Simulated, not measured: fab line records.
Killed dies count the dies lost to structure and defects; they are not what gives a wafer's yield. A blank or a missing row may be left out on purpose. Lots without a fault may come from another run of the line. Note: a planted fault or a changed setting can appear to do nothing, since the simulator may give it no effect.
fab line records    flow n5_finfet
[record] lots = 5  wafers = 15  last_day = 16
route steps=1938 shown BEOL_M3@938
lots that met no fault: from a run of the same line without faults
start_h: start of the lot's first displayed wafer, in hours after the record's first day    wait_h: time in hours since the lot's previous step    " the same as in the row above    L1.1+2: a row that stands for several wafers    - value missing, or start not given    * or withheld: withheld    < > ~ a bound
route shown NAME@n: a module of which the file shows steps, and the number in the route of the first    usual: mean/standard deviation taken from wafers without a fault    same: alike in all rows    chamber/n: place in a boat    sites: readings site by site    _std_site: standard deviation across them    _edge_site: the outer-site mean with the inner-site mean subtracted    radius_mm: how far each site lies from the wafer's centre    mask NAME#n: copy n    behind: tool/chamber where the wafer was last shaped    hold: cause of the lot's hold/its duration in hours/its outcome    device: whichever transistor did not switch (one of n, p or np)    end of line: at the end of the route, the tests of the same wafers    where a step has no rows: the recipe by itself    killed: dies lost to structure and defects at the first sort, not the wafer's yield    map: the dies of a wafer, with x for killed, . for not killed, _ for no die there
set.NAME: the setting the step ran with; set.NAME@STEP: the setting that earlier step ran with    model.NAME: the simulator's own value behind a step, which no gauge read
a table for each step, a row for each wafer; lots at some steps of the route
services: a tool's chamber out of use, with start hour (start_h, from the record's first day; less than 0 if before it), hours out, and reason
[[steps]]
[step N5_BEOL_M3_COAT_05]
[recipe] resist = CAR-EUV  spin_rpm = 1500  resist_thk_nm = 30
lot.wafer   tool            chamber  start_h  wait_h
L078.2+3+5  litho_track-05  0        -        -
L083.1+3+4  litho_track-01  0        -        -
L085.1+3+4  litho_track-01  0        -        -
L087.2+3+4  litho_track-01  0        -        -
L088.2+5+6  litho_track-02  0        -        -
[step N5_BEOL_M3_EBR_07]
[recipe] solvent = PGMEA  ebr_width_mm = 1.5
lot.wafer   tool            chamber  start_h  wait_h
L078.2+3+5  litho_track-05  0        -        -
L083.1+3+4  litho_track-01  0        -        -
L085.1+3+4  litho_track-01  0        -        -
L087.2+3+4  litho_track-01  0        -        -
L088.2+5+6  litho_track-02  0        -        -
[step N5_BEOL_M3_SOFTBAKE_06]
[recipe] temp_c = 110  time_s = 60  resist = CAR-EUV
lot.wafer   tool            chamber  start_h  wait_h
L078.2+3+5  litho_track-05  0        -        -
L083.1+3+4  litho_track-01  0        -        -
L085.1+3+4  litho_track-01  0        -        -
L087.2+3+4  litho_track-01  0        -        -
L088.2+5+6  litho_track-02  0        -        -
[step N5_BEOL_M3_EXPOSE_08]
[recipe] mask_id = M3  na = 0.33  source_shape = dipole  sigma_inner = 0.369  sigma_outer = 0.767  polarization = unpolarized  dose_mj = 33
[same] sigma_inner = 0.369
lot.wafer   tool            chamber  start_h  wait_h  mask
L078.2+3+5  euv_scanner-01  0        165.66   -       M3#0
L083.1+3+4  euv_scanner-02  0        196.11   -       M3#0
L085.1+3+4  euv_scanner-02  0        211.67   -       M3#0
L087.2+3+4  euv_scanner-02  0        228.11   -       M3#0
L088.2+5+6  euv_scanner-01  0        235.00   -       M3#0
[step N5_BEOL_M3_PEB_09]
[recipe] peb_temp_c = 100  peb_time_s = 60  resist = CAR-EUV
lot.wafer   tool            chamber  start_h  wait_h
L078.2+3+5  litho_track-02  0        165.71   0.0
L083.1+3+4  litho_track-05  0        196.17   0.1
L085.1+3+4  litho_track-02  0        211.73   0.1
L087.2+3+4  litho_track-02  0        228.16   0.0
L088.2+5+6  litho_track-01  0        235.05   0.0
[step N5_BEOL_M3_DEVELOP_10]
[recipe] develop_time_s = 30  developer = TMAH  resist = CAR-EUV  rinse_liquid = surfactant_rinse  dry = air_spin  dev_temp_c = 23
lot.wafer   tool            chamber  start_h  wait_h
L078.2+3+5  litho_track-02  0        -        -
L083.1+3+4  litho_track-05  0        -        -
L085.1+3+4  litho_track-02  0        -        -
L087.2+3+4  litho_track-02  0        -        -
L088.2+5+6  litho_track-01  0        -        -
[step N5_BEOL_M3_CD_MEAS_11]
[recipe] target_cd_nm = 17.05  landing_energy_ev = 500  detector = se_inlens  polarity = opening
[usual] cd_nm = 17.09/0.22
lot.wafer  tool       chamber  start_h  wait_h  cd_nm
L078.2     cd_sem-01  0        165.78   -       16.73
L078.3     "          0        "        "       17.48
L078.5     "          0        "        "       17.07
L083.1     cd_sem-03  0        196.24   -       16.60
L083.3     "          0        "        "       16.81
L083.4     "          0        "        "       16.84
L085.1     cd_sem-01  0        211.79   -       16.93
L085.3     "          0        "        "       17.56
L085.4     "          0        "        "       17.22
L087.2     cd_sem-03  0        228.23   -       17.13
L087.3     "          0        "        "       16.88
L087.4     "          0        "        "       17.29
L088.2     cd_sem-02  0        235.12   -       16.99
L088.5     "          0        "        "       16.93
L088.6     "          0        "        "       17.17
[step N5_BEOL_M3_OVL_MEAS_12]
[recipe] points_per_wafer = 522
[usual] M3_OVL = -0.3/0.75
[same] points_per_wafer = 522
lot.wafer  tool        chamber  start_h  wait_h  M3_OVL[nm]
L078.2     overlay-01  0        165.81   0.0     0.2
L078.3     "           0        "        "       -0.5
L078.5     "           0        "        "       -1.2
L083.1     overlay-01  0        196.27   0.0     0.4
L083.3     "           0        "        "       0.5
L083.4     "           0        "        "       -1.2
L085.1     overlay-01  0        211.82   0.0     0.0
L085.3     "           0        "        "       0.8
L085.4     "           0        "        "       0.8
L087.2     overlay-02  0        228.26   0.0     -0.1
L087.3     "           0        "        "       0.1
L087.4     "           0        "        "       -0.4
L088.2     overlay-02  0        235.15   0.0     -0.6
L088.5     "           0        "        "       -1.4
L088.6     "           0        "        "       -0.4
[step N5_BEOL_M3_INSPECT_13]
[recipe] mode = adi  inspect_instrument = brightfield
[usual] raw_defect_count = 369/70
lot.wafer  tool               chamber  start_h  wait_h  raw_defect_count
L078.2     defect_inspect-02  -        165.87   0.0     441
L078.3     "                  -        "        "       337
L078.5     "                  -        "        "       308
L083.1     defect_inspect-01  -        196.33   0.1     287
L083.3     "                  -        "        "       284
L083.4     "                  -        "        "       344
L085.1     defect_inspect-01  -        211.89   0.1     254
L085.3     "                  -        "        "       401
L085.4     "                  -        "        "       388
L087.2     defect_inspect-02  -        228.32   0.0     306
L087.3     "                  -        "        "       385
L087.4     "                  -        "        "       321
L088.2     defect_inspect-02  -        235.21   0.0     401
L088.5     "                  -        "        "       440
L088.6     "                  -        "        "       502
[step N5_BEOL_M3_DESCUM_16]
[recipe] chemistry = O2  time_s = 7  source_power_w = 50  bias_power_w = 20  pressure_mtorr = 20  rf_frequency_hz = 2.712e+07  temp_c = 40  resist = CAR-EUV  o2_flow_sccm = 225
[usual] drypump_motor_current_A = 5.7/0.59  oes_product_au = 0.79/0.087  rf_fwd_power_W = 49.46/0.21  rf_vpp_V = 243.0/1.3  showerhead_plenum_p_Torr = 2.08/0.057  throttle_valve_pct = 20.4/0.32
lot.wafer  tool         chamber  start_h  wait_h  drypump_motor_current_A  oes_product_au  rf_fwd_power_W  rf_hours_counter_h  rf_vpp_V  showerhead_plenum_p_Torr  throttle_valve_pct
L078.2     rie_diel-01  1        166.15   0.3     5.2                      0.72            49.27           204                 242.1     2.07                      20.7
L078.3     "            2        "        "       6.1                      0.97            49.59           11                  241.3     2.03                      19.8
L078.5     "            2        "        "       6.1                      0.97            49.48           -                   242.6     2.03                      19.8
L083.1     rie_diel-03  1        196.45   0.1     5.3                      0.75            49.15           175                 242.2     2.06                      20.1
L083.3     "            3        "        "       6.2                      0.72            49.88           208                 244.7     2.17                      20.5
L083.4     "            2        "        "       5.5                      0.68            49.30           228                 241.3     2.00                      20.8
L085.1     rie_diel-03  0        211.93   0.0     5.0                      0.85            49.51           76                  243.0     2.12                      20.0
L085.3     "            2        "        "       5.5                      0.68            49.25           233                 241.6     2.00                      20.8
L085.4     "            3        "        "       6.2                      0.71            49.48           212                 244.4     2.17                      20.4
L087.2     rie_diel-01  2        228.35   0.0     6.1                      0.93            49.57           31                  241.9     2.02                      19.8
L087.3     "            1        "        "       5.2                      0.70            49.39           224                 243.3     2.06                      20.8
L087.4     "            0        "        "       4.7                      0.88            49.46           59                  244.1     2.11                      20.2
L088.2     rie_diel-04  0        235.24   0.0     5.7                      0.95            49.51           7                   245.1     2.13                      20.6
L088.5     "            2        "        "       5.7                      0.86            49.46           -                   243.4     2.15                      20.7
L088.6     "            1        "        "       6.5                      0.79            49.68           -                   244.4     2.10                      20.5
[step N5_BEOL_M3_ETCH_74]
[recipe] chemistry = N2/H2  target = underlayer  target_depth_a = 65  mask_material = CAR-EUV  time_s = 5.2  ion_energy_ev = 200  pressure_mtorr = 30  source_w = 840  bias_w = 150  n2_flow_sccm = 200  h2_flow_sccm = 200  ends = cleared
[usual] drypump_motor_current_A = 5.7/0.58  etch_rf_on_time_s = 5.20/0.12  oes_product_au = 0.68/0.073  rf_fwd_power_W = 819.9/2.7  rf_vpp_V = 523.6/2.4  showerhead_plenum_p_Torr = 2.53/0.067  throttle_valve_pct = 17.78/0.27
lot.wafer  tool         chamber  start_h  wait_h  drypump_motor_current_A  etch_rf_on_time_s  oes_product_au  rf_fwd_power_W  rf_hours_counter_h  rf_vpp_V  showerhead_plenum_p_Torr  throttle_valve_pct
L078.2     rie_diel-01  1        166.18   0.0     5.2                      5.15               0.61            822.8           204                 522.5     2.52                      18.20
L078.3     "            2        "        "       6.1                      4.99               0.83            820.1           11                  522.1     2.51                      17.50
L078.5     "            2        "        "       6.1                      5.02               0.83            819.3           -                   522.4     2.51                      17.51
L083.1     rie_diel-03  1        196.49   0.0     5.3                      5.05               0.63            819.6           175                 523.1     2.53                      17.75
L083.3     "            3        "        "       6.3                      5.32               0.59            820.3           208                 526.2     2.62                      17.71
L083.4     "            2        "        "       5.5                      5.41               0.58            818.2           228                 518.5     2.40                      18.00
L085.1     rie_diel-03  0        211.96   0.0     5.1                      5.10               0.71            823.3           76                  524.2     2.57                      17.41
L085.3     "            2        "        "       5.5                      5.43               0.58            815.7           233                 520.2     2.40                      18.03
L085.4     "            3        "        "       6.2                      5.28               0.59            816.8           212                 525.1     2.62                      17.73
L087.2     rie_diel-01  2        228.39   0.0     6.1                      5.04               0.79            818.6           31                  524.8     2.50                      17.54
L087.3     "            1        "        "       5.2                      5.15               0.61            819.3           224                 523.6     2.51                      18.20
L087.4     "            0        "        "       4.8                      5.20               0.74            819.4           59                  524.0     2.57                      17.58
L088.2     rie_diel-04  0        235.27   0.0     5.7                      5.00               0.80            823.9           7                   526.3     2.61                      18.05
L088.5     "            2        "        "       5.7                      5.29               0.72            822.4           -                   523.2     2.61                      18.10
L088.6     "            1        "        "       6.6                      5.30               0.66            820.3           -                   524.1     2.54                      17.85
[step N5_BEOL_M3_ETCH_63]
[recipe] chemistry = CF4  target = SiARC  target_depth_a = 156  mask_material = CAR-EUV  time_s = 26  ion_energy_ev = 80  pressure_mtorr = 40  source_w = 545  bias_w = 36  Ar_flow_sccm = 100  cf4_flow_sccm = 100  ends = cleared
[usual] drypump_motor_current_A = 5.7/0.59  etch_rf_on_time_s = 26.1/0.76  oes_product_au = 0.68/0.075  rf_fwd_power_W = 532.5/2.3  rf_vpp_V = 183.9/1.1  showerhead_plenum_p_Torr = 2.14/0.057  throttle_valve_pct = 15.57/0.27
lot.wafer  tool         chamber  start_h  wait_h  drypump_motor_current_A  etch_rf_on_time_s  oes_product_au  rf_fwd_power_W  rf_hours_counter_h  rf_vpp_V  showerhead_plenum_p_Torr  throttle_valve_pct
L078.2     rie_diel-01  1        166.20   0.0     5.2                      25.6               0.62            529.5           204                 183.5     2.10                      15.89
L078.3     "            2        "        "       6.1                      24.6               0.84            534.2           11                  182.7     2.10                      15.16
L078.5     "            2        "        "       6.1                      24.5               0.84            533.9           -                   184.5     2.10                      15.17
L083.1     rie_diel-03  1        196.50   0.0     5.3                      25.5               0.64            530.4           175                 183.8     2.14                      15.49
L083.3     "            3        "        "       6.3                      26.5               0.60            534.2           208                 186.0     2.22                      15.72
L083.4     "            2        "        "       5.5                      27.2               0.58            531.3           228                 181.8     2.04                      15.86
L085.1     rie_diel-03  0        211.98   0.0     5.0                      25.7               0.72            530.4           76                  184.9     2.16                      15.18
L085.3     "            2        "        "       5.5                      27.4               0.57            530.8           233                 182.9     2.04                      15.90
L085.4     "            3        "        "       6.3                      27.1               0.60            537.5           212                 185.2     2.22                      15.72
L087.2     rie_diel-01  2        228.40   0.0     6.1                      24.7               0.80            535.9           31                  182.6     2.09                      15.22
L087.3     "            1        "        "       5.2                      25.9               0.60            531.0           224                 183.6     2.10                      15.92
L087.4     "            0        "        "       4.8                      25.7               0.74            529.8           59                  184.3     2.17                      15.42
L088.2     rie_diel-04  0        235.29   0.0     5.7                      24.8               0.81            532.3           7                   185.7     2.19                      15.77
L088.5     "            2        "        "       5.7                      26.5               0.71            535.1           -                   184.9     2.20                      15.68
L088.6     "            1        "        "       6.5                      26.4               0.66            529.9           -                   184.9     2.16                      15.61
[step N5_BEOL_M3_ETCH_64]
[recipe] chemistry = N2/H2  target = SOC  target_depth_a = 750  overetch_a = 150  mask_material = SiARC  temp_c = 40  time_s = 112.5  ion_energy_ev = 200  pressure_mtorr = 30  source_w = 840  bias_w = 150  n2_flow_sccm = 200  h2_flow_sccm = 200
[usual] drypump_motor_current_A = 5.7/0.59  oes_product_au = 0.63/0.063  rf_fwd_power_W = 836.8/2.7  rf_vpp_V = 523.5/2  showerhead_plenum_p_Torr = 2.53/0.067  throttle_valve_pct = 17.75/0.26
lot.wafer  tool         chamber  start_h  wait_h  drypump_motor_current_A  oes_product_au  rf_fwd_power_W  rf_hours_counter_h  rf_vpp_V  showerhead_plenum_p_Torr  throttle_valve_pct
L078.2     rie_diel-01  1        166.23   0.0     5.2                      0.57            835.4           204                 523.3     2.52                      18.14
L078.3     "            2        "        "       6.1                      0.75            839.0           11                  522.7     2.51                      17.47
L078.5     "            2        "        "       6.1                      0.76            838.8           -                   522.5     2.51                      17.49
L083.1     rie_diel-03  1        196.53   0.0     5.3                      0.59            834.9           175                 523.8     2.54                      17.71
L083.3     "            3        "        "       6.3                      0.57            840.1           208                 525.2     2.62                      17.68
L083.4     "            2        "        "       5.5                      0.55            835.5           228                 519.9     2.40                      17.98
L085.1     rie_diel-03  0        212.01   0.0     5.0                      0.67            839.2           76                  524.5     2.57                      17.35
L085.3     "            2        "        "       5.5                      0.55            836.6           233                 520.9     2.40                      18.00
L085.4     "            3        "        "       6.3                      0.56            839.1           212                 525.7     2.62                      17.70
L087.2     rie_diel-01  2        228.43   0.0     6.1                      0.72            833.8           31                  522.3     2.50                      17.49
L087.3     "            1        "        "       5.2                      0.55            836.8           224                 522.3     2.51                      18.17
L087.4     "            0        "        "       4.8                      0.68            837.3           59                  524.4     2.57                      17.56
L088.2     rie_diel-04  0        235.32   0.0     5.7                      0.74            837.5           7                   524.8     2.61                      18.02
L088.5     "            2        "        "       5.7                      0.67            837.4           -                   524.7     2.61                      18.06
L088.6     "            1        "        "       6.5                      0.62            837.0           -                   523.2     2.54                      17.80
[step N5_BEOL_M3_STRIP_65]
[recipe] chemistry = N2/H2  temp_c = 40  n2_flow_sccm = 200  h2_flow_sccm = 200  rf_frequency_hz = 6e+07
lot.wafer   tool         chamber  start_h  wait_h
L078.2+3+5  rie_diel-01  1,2,2    166.33   0.1
L083.1+3+4  rie_diel-03  1,3,2    196.64   0.1
L085.1+3+4  rie_diel-03  0,2,3    212.11   0.1
L087.2+3+4  rie_diel-01  2,1,0    228.54   0.1
L088.2+5+6  rie_diel-04  0,2,1    235.43   0.1
[step N5_BEOL_M3_STRIP_75]
[recipe] chemistry = N2/H2  temp_c = 40  n2_flow_sccm = 200  h2_flow_sccm = 200  rf_frequency_hz = 6e+07
lot.wafer   tool         chamber  start_h  wait_h
L078.2+3+5  rie_diel-01  1,2,2    166.34   0.0
L083.1+3+4  rie_diel-03  1,3,2    196.65   0.0
L085.1+3+4  rie_diel-03  0,2,3    212.12   0.0
L087.2+3+4  rie_diel-01  2,1,0    228.55   0.0
L088.2+5+6  rie_diel-04  0,2,1    235.44   0.0
[step N5_BEOL_M3_STRIP_66]
[recipe] chemistry = CF4  resist = SiARC  power_w = 300  bias_power_w = 75  pressure_mtorr = 50  cf4_flow_sccm = 150  rf_frequency_hz = 6e+07
[usual] drypump_motor_current_A = 5.7/0.58  oes_product_au = 0.78/0.079  rf_fwd_power_W = 292.7/0.88  rf_vpp_V = 271.1/1.3  showerhead_plenum_p_Torr = 1.79/0.048  throttle_valve_pct = 13.54/0.27
lot.wafer  tool         chamber  start_h  wait_h  drypump_motor_current_A  oes_product_au  rf_fwd_power_W  rf_hours_counter_h  rf_vpp_V  showerhead_plenum_p_Torr  throttle_valve_pct
L078.2     rie_diel-01  1        166.35   0.0     5.2                      0.70            294.2           204                 271.7     1.77                      13.90
L078.3     "            2        "        "       6.1                      0.94            293.7           11                  270.1     1.78                      13.19
L078.5     "            2        "        "       6.1                      0.94            294.1           -                   270.8     1.78                      13.19
L083.1     rie_diel-03  1        196.66   0.0     5.3                      0.74            293.3           175                 270.5     1.78                      13.43
L083.3     "            3        "        "       6.2                      0.71            292.9           208                 273.5     1.85                      13.71
L083.4     "            2        "        "       5.5                      0.68            291.9           229                 270.0     1.71                      13.83
L085.1     rie_diel-03  0        212.13   0.0     5.0                      0.84            290.2           76                  272.0     1.82                      13.19
L085.3     "            2        "        "       5.5                      0.69            292.5           233                 270.0     1.71                      13.85
L085.4     "            3        "        "       6.3                      0.72            291.6           212                 273.5     1.85                      13.71
L087.2     rie_diel-01  2        228.56   0.0     6.1                      0.90            293.2           31                  269.3     1.77                      13.23
L087.3     "            1        "        "       5.2                      0.69            293.2           224                 270.4     1.76                      13.94
L087.4     "            0        "        "       4.7                      0.85            293.5           59                  273.0     1.82                      13.40
L088.2     rie_diel-04  0        235.45   0.0     5.7                      0.93            293.3           7                   272.2     1.84                      13.71
L088.5     "            2        "        "       5.7                      0.85            291.2           -                   271.5     1.83                      13.59
L088.6     "            1        "        "       6.5                      0.77            292.8           -                   270.8     1.79                      13.53
[step N5_BEOL_M3_HM_OPEN_17]
[recipe] chemistry = Cl2/BCl3  target_depth_a = 200  overetch_a = 60  target = TiN  mask_material = SOC  ion_energy_ev = 150  pressure_mtorr = 10  icp_w = 1000  bias_w = 126  Cl2_flow_sccm = 53.25  bcl3_flow_sccm = 21.75  Ar_flow_sccm = 25
[usual] drypump_motor_current_A = 5.98/0.26  oes_ar_750_au = 0.79/0.096  oes_product_au = 0.68/0.084  rf_fwd_power_W = 994/3.6  throttle_valve_pct = 22.16/0.18
lot.wafer  tool          chamber  start_h  wait_h  drypump_motor_current_A  oes_ar_750_au  oes_product_au  rf_fwd_power_W  rf_hours_counter_h  throttle_valve_pct
L078.2     rie_metal-02  0        166.40   0.0     5.78                     0.87           0.74            996             25                  22.08
L078.3     "             1        "        "       5.50                     0.87           0.77            993             -                   22.12
L078.5     "             1        "        "       5.49                     0.87           0.77            992             -                   22.13
L083.1     rie_metal-03  0        196.70   0.0     6.24                     0.89           0.76            998             11                  22.22
L083.3     "             1        "        "       6.02                     0.72           0.61            994             -                   21.94
L083.4     "             0        "        "       6.21                     0.89           0.76            994             -                   22.23
L085.1     rie_metal-02  1        212.17   0.0     5.51                     0.85           0.75            991             11                  22.14
L085.3     "             1        "        "       5.49                     0.85           0.76            992             -                   22.14
L085.4     "             0        "        "       5.82                     0.86           0.72            995             -                   22.11
L087.2     rie_metal-02  0        228.60   0.0     5.80                     0.85           0.71            993             30                  22.10
L087.3     "             1        "        "       5.48                     0.85           0.74            994             -                   22.14
L087.4     "             0        "        "       5.80                     0.85           0.71            999             -                   22.09
L088.2     rie_metal-03  1        235.49   0.0     6.01                     0.72           0.61            993             67                  21.95
L088.5     "             0        "        "       6.25                     0.87           0.75            998             -                   22.22
L088.6     "             1        "        "       6.01                     0.72           0.59            994             -                   21.98
[step N5_BEOL_M3_STRIP_19]
[recipe] chemistry = O2  power_w = 400  temp_c = 40  pressure_mtorr = 30  rf_frequency_hz = 6e+07  bias_power_w = 0  overash_fraction = 0.2  o2_flow_sccm = 225
[usual] drypump_motor_current_A = 5.8/0.61  oes_product_au = 0.81/0.093  rf_vpp_V = 3.7/0.51  showerhead_plenum_p_Torr = 2.08/0.054  throttle_valve_pct = 16.6/0.31
lot.wafer  tool         chamber  start_h  wait_h  drypump_motor_current_A  oes_product_au  rf_hours_counter_h  rf_vpp_V  showerhead_plenum_p_Torr  throttle_valve_pct
L078.2     rie_diel-01  2        166.66   0.2     6.1                      0.97            11                  2.8       2.03                      16.1
L078.3     "            0        "        "       4.7                      0.90            40                  3.3       2.12                      16.4
L078.5     "            3        "        "       6.4                      0.89            -                   3.9       2.05                      16.5
L083.1     rie_diel-01  1        196.82   0.1     5.2                      0.70            213                 3.8       2.07                      17.0
L083.3     "            2        "        "       6.1                      0.94            20                  4.1       2.03                      16.1
L083.4     "            0        "        "       4.7                      0.88            49                  3.0       2.12                      16.4
L085.1     rie_diel-03  1        212.28   0.1     5.3                      0.74            179                 3.7       2.07                      16.4
L085.3     "            2        "        "       5.5                      0.68            233                 3.2       2.00                      17.0
L085.4     "            0        "        "       5.0                      0.86            76                  4.5       2.12                      16.2
L087.2     rie_diel-04  2        228.73   0.1     5.7                      0.86            37                  3.1       2.16                      16.8
L087.3     "            3        "        "       6.6                      0.70            204                 3.2       2.01                      17.1
L087.4     "            3        "        "       6.6                      0.70            -                   4.6       2.01                      17.1
L088.2     rie_diel-04  0        235.60   0.1     5.8                      0.96            7                   3.0       2.14                      16.8
L088.5     "            3        "        "       6.6                      0.70            -                   3.1       2.00                      17.1
L088.6     "            2        "        "       5.7                      0.86            -                   3.6       2.16                      16.8
[step N5_BEOL_M3_CD_MEAS_18]
[recipe] pitch_nm = 36  target_cd_nm = 18
[usual] cd_nm = 17.9/0.3
lot.wafer  tool       chamber  start_h  wait_h  cd_nm
L078.2     cd_sem-02  -        166.73   0.1     18.4
L078.3     "          -        "        "       18.0
L078.5     "          -        "        "       17.7
L083.1     cd_sem-03  -        196.89   0.0     17.8
L083.3     "          -        "        "       17.3
L083.4     "          -        "        "       17.7
L085.1     cd_sem-02  -        212.35   0.0     17.4
L085.3     "          -        "        "       17.6
L085.4     "          -        "        "       18.2
L087.2     cd_sem-01  -        228.80   0.1     18.0
L087.3     "          -        "        "       17.8
L087.4     "          -        "        "       17.6
L088.2     cd_sem-01  -        235.67   0.1     18.1
L088.5     "          -        "        "       17.9
L088.6     "          -        "        "       18.4
[step N5_BEOL_M3_COAT_67]
[recipe] resist = SOC  temp_c = 250  time_s = 60  spin_rpm = 1500  resist_thk_nm = 60
lot.wafer   tool            chamber  start_h  wait_h
L078.2+3+5  litho_track-05  0        166.76   0.0
L083.1+3+4  litho_track-01  0        196.93   0.0
L085.1+3+4  litho_track-05  0        212.39   0.0
L087.2+3+4  litho_track-01  0        228.84   0.0
L088.2+5+6  litho_track-02  0        235.70   0.0
[step N5_BEOL_M3_COAT_68]
[recipe] resist = SiARC  temp_c = 220  time_s = 60  spin_rpm = 1500  resist_thk_nm = 12
lot.wafer   tool            chamber  start_h  wait_h
L078.2+3+5  litho_track-05  0        -        -
L083.1+3+4  litho_track-01  0        -        -
L085.1+3+4  litho_track-05  0        -        -
L087.2+3+4  litho_track-01  0        -        -
L088.2+5+6  litho_track-02  0        -        -
[step N5_BEOL_M3_COAT_76]
[recipe] resist = underlayer  temp_c = 205  time_s = 60  spin_rpm = 1500  resist_thk_nm = 5
lot.wafer   tool            chamber  start_h  wait_h
L078.2+3+5  litho_track-05  0        -        -
L083.1+3+4  litho_track-01  0        -        -
L085.1+3+4  litho_track-05  0        -        -
L087.2+3+4  litho_track-01  0        -        -
L088.2+5+6  litho_track-02  0        -        -
[[services]]
tool            chamber  start_h  hours  kind
rie_metal-03    1        155.59   6.4    repair
euv_scanner-02  0        159.51   -      calibration
euv_scanner-01  -        160.54   1.0    pm
rie_metal-03    -        162.97   8.4    repair
euv_scanner-02  -        173.92   1.0    pm
rie_metal-02    1        183.12   1.1    repair
litho_track-02  -        183.47   -      consumable_replace:filter
rie_metal-02    -        191.37   2.8    pm
euv_scanner-01  -        193.78   12.0   pm
rie_diel-04     0        197.34   -      clean
rie_diel-04     0        197.34   -      consumable_replace:focus_ring
rie_diel-04     0        197.34   18.8   scheduled_down
rie_diel-04     0        197.34   18.8   vent_cycle
euv_scanner-02  -        205.78   4.6    pm
euv_scanner-01  -        216.69   1.0    pm
rie_diel-04     1        221.30   13.8   repair
euv_scanner-02  -        230.07   1.0    pm
[[key]]
fault none
